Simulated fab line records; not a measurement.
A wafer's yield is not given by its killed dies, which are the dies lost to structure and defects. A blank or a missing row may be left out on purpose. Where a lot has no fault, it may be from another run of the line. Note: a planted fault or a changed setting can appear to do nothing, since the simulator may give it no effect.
Problem report, 8D (eight disciplines) form, completed by code :: flow n5_finfet :: the parts of the form that need people (team, actions taken, sign-off) are left out

1. PROBLEM STATEMENT
Wafers without a fault read 323.3 s, standard deviation 0.45; run_length_s at N5_HKMG_FIN_ETCH_55 reads a mean of 283.5 s on 3 wafers belonging to 2 lots. Measured from the usual mean, that is -88 standard deviations.
The step: etches SOC in N2/H2, target depth 240 nm, time 300 s.
Seen first at day 8 05:41 on rie_diel-01, wafer L101.5. At this step, 18 wafers from 6 lots have a number in the record. By rule, "out" or "out of limits" means more than 4 standard deviations away from the usual mean. Any other wafer with a number is counted as sound.

2. WHAT THIS IS AND IS NOT
question: which readings at this step
is: run_length_s
is not: drypump_motor_current_A, oes_product_au, rf_vpp_V, showerhead_plenum_p_Torr, throttle_valve_pct

question: which lots
is: L101, L102
is not: L105, L106, L995, L997

question: which wafers of those lots
is: L101.5, L102.4, L102.5
is not: L101.1, L101.6, L102.3

question: read on which tools
is: rie_diel-01
is not: rie_diel-03, rie_diel-05

question: when
is: from day 8 05:41
is not: up to then (8 sound wafers); but 7 sound wafers of L102, L105, L106 came after

3. WHAT RULES OUT EACH SUSPECT
Counting: if a tool at a process step up to the reading ran every lot that is out, it stays a suspect. Sound lots after the first of them don't rule it out here, since some wafers of a struck lot are sound.
- rie_diel-01 at N5_HKMG_FIN_DESCUM_53 (chemistry O2, time 7.9 s): kept. It processed each lot that is out (first: L101, day 8 05:36); up to then, its last sound lot is L997 (day 7 08:44).
- rie_diel-01 at N5_HKMG_FIN_ETCH_54 (etches SiARC in CF4, target depth 45.5 nm, time 75.8 s): kept. It processed each lot that is out (first: L101, day 8 05:38); up to then, its last sound lot is L997 (day 7 08:47).
- rie_diel-01 at N5_HKMG_FIN_ETCH_55 (etches SOC in N2/H2, target depth 240 nm, time 300 s): kept. It processed each lot that is out (first: L101, day 8 05:41); up to then, its last sound lot is L997 (day 7 08:50). Out on those wafers are its own readings of run_length_s.
The count leaves rie_diel-01 at N5_HKMG_FIN_DESCUM_53, rie_diel-01 at N5_HKMG_FIN_ETCH_54, and rie_diel-01 at N5_HKMG_FIN_ETCH_55.

4. THE CAUSE (what the simulator had put in)
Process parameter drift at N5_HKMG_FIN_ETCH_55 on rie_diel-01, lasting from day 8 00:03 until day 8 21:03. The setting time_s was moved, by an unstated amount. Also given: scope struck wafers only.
Of the 3 suspects that counting leaves, this tool is one.

5. SEQUENCE OF EFFECTS, ordered by route
Each row: a reading where the mean over the struck wafers with a number is more than 3 standard deviations away from the usual. Scope: only readings with a usual standard deviation given in the record; hours: median across lots of the time from each lot's start at the first step in this table that gives one to its start at this step; sigmas: change in usual standard deviations.
hours: 0
step: N5_HKMG_FIN_ETCH_55
reading: run_length_s
usual: 323.3 s
on struck wafers: 283.5
change: -39.8
sigmas: -88
The process steps in it:
- N5_HKMG_FIN_ETCH_55: etches SOC in N2/H2, target depth 240 nm, time 300 s.
Readings that are blank on the struck wafers while sound wafers have them: rf_fwd_power_W at N5_HKMG_FIN_ETCH_55.

6. WHAT WOULD HAVE CAUGHT IT SOONER
The fault began at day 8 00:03; the first out-of-limits reading in this record came at day 8 05:41, 6 hours later.
